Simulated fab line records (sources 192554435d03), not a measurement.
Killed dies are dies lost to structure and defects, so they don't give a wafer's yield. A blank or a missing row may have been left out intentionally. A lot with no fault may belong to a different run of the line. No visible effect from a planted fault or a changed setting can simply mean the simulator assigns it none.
Split-lot experiment | flow n5 finfet | route with 1938 steps; 7 lots, 21 wafers read

## THE SPLIT ITSELF
At N5_GATE_CUT_ETCH_56 (etches TiN in Cl2/Ar, target depth 21.6 nm), the setting icp w was moved away from the recipe's 600 W on 7 of the 21 wafers read, by -15.9% to +10.2%. The other wafers ran this setting at the recipe's value.

The reading comes from the split's own step.

## THE READING
etch.depth nm (the simulator's own value, which no gauge read), in nm, at N5_GATE_CUT_ETCH_56 (etches TiN in Cl2/Ar, target depth 21.6 nm). There is no usual value for it anywhere in the file. Here, 14 wafers ran the recipe; their average is 21.34 nm with a standard deviation of 0.41 nm.

wafer  | tool, chamber at the split | icp w as run, W | against the recipe | etch.depth nm, nm | against lot-mates on the recipe
L077.1 | rie metal-02, 0            | 600             | recipe             | 21.42             | -
L077.2 | rie metal-02, 1            | 600             | recipe             | 21.43             | -
L077.6 | rie metal-02, 0            | 600             | recipe             | 21.24             | -
L081.1 | rie metal-01, 1            | 600             | recipe             | 20.89             | -
L081.3 | rie metal-01, 0            | 661.1           | +10.2%             | 23.48             | +2.56
L081.4 | rie metal-01, 1            | 600             | recipe             | 20.95             | -
L084.1 | rie metal-03, 0            | 513.9           | -14.4%             | 19.6              | -2.51
L084.2 | rie metal-03, 1            | 600             | recipe             | 21.87             | -
L084.5 | rie metal-03, 0            | 600             | recipe             | 22.35             | -
L085.1 | rie metal-01, 0            | 562.7           | -6.2%              | 20.44             | -1.20
L085.3 | rie metal-01, 1            | 562.7           | -6.2%              | 20.03             | -1.61
L085.4 | rie metal-01, 0            | 600             | recipe             | 21.64             | -
L088.2 | rie metal-01, 0            | 600             | recipe             | 21.32             | -
L088.5 | rie metal-01, 0            | 504.4           | -15.9%             | 18.3              | -3.02
L088.6 | rie metal-01, 1            | 504.4           | -15.9%             | 17.76             | -3.56
L096.1 | rie metal-01, 1            | 600             | recipe             | 20.71             | -
L096.3 | rie metal-01, 1            | 600             | recipe             | 20.87             | -
L096.4 | rie metal-01, 1            | 661.4           | +10.2%             | 22.39             | +1.60
L097.1 | rie metal-02, 1            | 600             | recipe             | 21.27             | -
L097.3 | rie metal-02, 0            | 600             | recipe             | 21.39             | -
L097.6 | rie metal-02, 0            | 600             | recipe             | 21.4              | -

FIT RESULTS
A straight line over all 21 wafers: etch.depth nm changes by +0.176 nm for each +1% of icp w; r = +0.93; the points scatter about the line by 0.48 nm.
The same after taking each lot's own level away (the mean of its wafers on the recipe; 21 wafers): +0.201 nm for each +1%; r = +0.99; scatter 0.24 nm.
Per that fit: largest icp w move, reading shift of 3.2 nm.
Across the lots, their own levels run from 20.790 to 22.110 nm, a range of 3.2 times the standard deviation given above.
Thus the slope moves with the lot-to-lot level: the two fits are different.
Check: with one of the wafers moved furthest among these (-15.9%) left out of the fit, the line predicts -3.27 nm for it against its lot-mates. It came out at -3.02 nm against them.

## OTHER SPLITS APPLIED TO THESE WAFERS
Before the reading, these wafers also passed through other splits. Each is held against what the fit with the lots' levels taken away leaves over:
other split on the same wafers          | wafers away from the commonest value | r with etch.depth nm (lot level and that fit taken away)
N5_ZERO_LAYER_EXPOSE_08 dose mj         | 5                                    | -0.34
N5_ZERO_LAYER_DEVELOP_10 develop time s | 5                                    | +0.14
N5_WELL_APT_COAT_02 spin rpm            | 10                                   | +0.09
N5_FIN_SAQP_PEB_14 peb time s           | 10                                   | -0.04
N5_FIN_SAQP_FIN_ETCH_36 bias w          | 6                                    | -0.17
N5_FIN_CUT_COAT_19 spin rpm             | 3                                    | -0.18
N5_SDB_ALD_29 ald cycles                | 4                                    | +0.13
N5_HKMG_FIN_COAT_30 spin rpm            | 6                                    | +0.21

## FILE'S OWN FIT
etch.depth nm changes by +0.198 nm for each +1% of icp w, r = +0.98.
